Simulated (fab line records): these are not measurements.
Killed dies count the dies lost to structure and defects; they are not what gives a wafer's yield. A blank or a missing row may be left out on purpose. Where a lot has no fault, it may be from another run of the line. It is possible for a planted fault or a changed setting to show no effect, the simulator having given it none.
Code-filled problem report in 8D (eight disciplines) form	flow n5_finfet	the parts of the form that need people (team, actions taken, sign-off) are left out

1. WHAT IS WRONG
killed_at_front_end at N5_PASSIVATION_PROBE_49 reads a mean of 120 on 6 wafers of 2 lots; wafers without a fault read 39 with a standard deviation of 11. That puts it +7.4 standard deviations away from the usual mean.
First observed at day 17 06:17: wafer L346.3, on prober-02. The record holds 15 wafers of 5 lots with a number at this step. By rule, "out" or "out of limits" means more than 4 standard deviations away from the usual mean. Any other wafer with a number is counted as sound.

2. WHAT IT IS, AND WHAT IT ISN'T
question	is	is not
which readings at this step	killed_at_front_end	killed_at_M0_to_M3, killed_at_M4_up, killed_at_contacts, killed_at_other, killed_open, killed_short, sort_bin_4_leakage, sort_bin_8_speed
which lots	L346, L347	L335, L338, L352
which wafers of those lots	all that have a number	-
read on which tools	prober-02	prober-01
when	from day 17 06:17	up to then (6 sound wafers); but 3 sound wafers of L352 came after

3. WHAT RULES OUT EACH SUSPECT
Counting: any tool at a process step up to the reading is kept as a suspect provided that every lot that is out went through it and no sound lot did after the first of them.
- wet_bench-03 at N5_DUMMY_REMOVAL_PRECLEAN_04 (cleans in DHF, time 37 s): kept. It ran every lot that is out, first L346 (day 8 00:04), and no sound lot after that.
- prober-02 at N5_PASSIVATION_PROBE_49: ruled out as a lasting fault. Sound lots L352 ran on it after its first lot that is out, L346 (day 17 06:17).
Left after counting: wet_bench-03 at N5_DUMMY_REMOVAL_PRECLEAN_04.

4. THE CAUSE (what the simulator had put in)
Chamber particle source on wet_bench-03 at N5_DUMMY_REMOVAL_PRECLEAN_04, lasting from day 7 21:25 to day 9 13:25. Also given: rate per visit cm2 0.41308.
This tool alone remained once counting was done.

5. THE CHAIN OF EFFECTS, in route order
Rows list readings where the struck wafers' mean (over those with a number) sits beyond 3 standard deviations from the usual. Scope: only readings with a usual standard deviation given in the record; hours: median across lots of the time from each lot's start at the first step in this table that gives one to its start at this step; sigmas: change in usual standard deviations.
hours	step	reading	usual	on struck wafers	change	sigmas
0	N5_PASSIVATION_PROBE_49	defect_limited_yield	91.1 %	85.1	-6.0	-4.0
0	N5_PASSIVATION_PROBE_49	killed_at_front_end	39	120	+82	+7.4
0	N5_PASSIVATION_PROBE_49	killed_dies	105	176	+71	+3.9
0	N5_PASSIVATION_PROBE_49	sort_bin_5_function	5.1 %	9.4	+4.3	+4.6
0	N5_PASSIVATION_PROBE_49	sort_n_pass	1075	1004	-71	-3.9
0	N5_PASSIVATION_PROBE_49	sort_yield_pct	91.1 %	85.1	-6.0	-4.0
Here are the process steps it includes:
- N5_PASSIVATION_PROBE_49

6. WHAT WOULD HAVE CAUGHT IT SOONER
First out-of-limits reading in this record: day 17 06:17, which is 225 hours after fault onset at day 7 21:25.
All the lots that are out (2) had begun N5_DUMMY_REMOVAL_PRECLEAN_04 on wet_bench-03 by day 17 06:17. Had the tool been put on hold then, not one of them would have been saved.
